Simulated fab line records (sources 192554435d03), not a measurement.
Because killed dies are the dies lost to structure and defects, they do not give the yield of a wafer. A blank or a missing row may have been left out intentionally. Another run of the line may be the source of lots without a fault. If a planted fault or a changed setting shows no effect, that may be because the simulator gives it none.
Matching of chambers || flow n5Finfet || 4 sister chambers for N5_ILD0_LINER_00 on aldSin-03
The step material SiNx, target thk 4 nm, pulse time 1 s, purge time 2 s. 4 wafers are shown with their chamber, then 12 later ones without.

## WAFERS, EACH WITH ITS CHAMBER
{"wafer": "L084.4", "chamber": 1, "heaterPowerW (W)": 1007}
{"wafer": "L084.6", "chamber": 3, "heaterPowerW (W)": 742}
{"wafer": "L085.2", "chamber": 0, "heaterPowerW (W)": 827}
{"wafer": "L085.6", "chamber": 2, "heaterPowerW (W)": 795}

## WAFERS WHOSE CHAMBER IS MISSING
{"wafer": "L089.2", "heaterPowerW (W)": 1012}
{"wafer": "L089.4", "heaterPowerW (W)": 816}
{"wafer": "L089.5", "heaterPowerW (W)": 749}
{"wafer": "L091.3", "heaterPowerW (W)": 749}
{"wafer": "L091.4", "heaterPowerW (W)": 1026}
{"wafer": "L091.6", "heaterPowerW (W)": 988}
{"wafer": "L093.1", "heaterPowerW (W)": 813}
{"wafer": "L093.2", "heaterPowerW (W)": 746}
{"wafer": "L093.4", "heaterPowerW (W)": 1006}
{"wafer": "L097.1", "heaterPowerW (W)": 1000}
{"wafer": "L097.5", "heaterPowerW (W)": 815}
{"wafer": "L097.6", "heaterPowerW (W)": 1032}

## THE CHAMBER EACH PASSED THROUGH
{"wafer": "L089.2", "from the rows above": 1, "in truth": 1}
{"wafer": "L089.4", "from the rows above": "can't be placed: 0 or 2", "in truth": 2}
{"wafer": "L089.5", "from the rows above": 3, "in truth": 3}
{"wafer": "L091.3", "from the rows above": 3, "in truth": 3}
{"wafer": "L091.4", "from the rows above": 1, "in truth": 1}
{"wafer": "L091.6", "from the rows above": 1, "in truth": 1}
{"wafer": "L093.1", "from the rows above": "can't be placed: 0 or 2", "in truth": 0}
{"wafer": "L093.2", "from the rows above": 3, "in truth": 3}
{"wafer": "L093.4", "from the rows above": 1, "in truth": 1}
{"wafer": "L097.1", "from the rows above": 1, "in truth": 1}
{"wafer": "L097.5", "from the rows above": "can't be placed: 0 or 2", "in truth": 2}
{"wafer": "L097.6", "from the rows above": 1, "in truth": 1}
Correctly placed: 9 of 12. Unplaceable from these rows: 3, with the true chamber sitting among the candidates in 3. Number placed wrongly: 0.
How it was worked out, from the rows above alone: a wafer's distance from a chamber is the root of the sum, over the readings, of the square of ((its reading less the chamber's mean) divided by the reading's scatter). If the next closest chamber is less than 2 further off than the closest, the wafer can't be placed; otherwise it belongs to the closest. For every chamber, the mean is computed from those of its wafers that are shown. The scatter (one wafer shown for each chamber): square how far every hidden wafer sits from the nearest shown wafer, average those squares and take the square root.
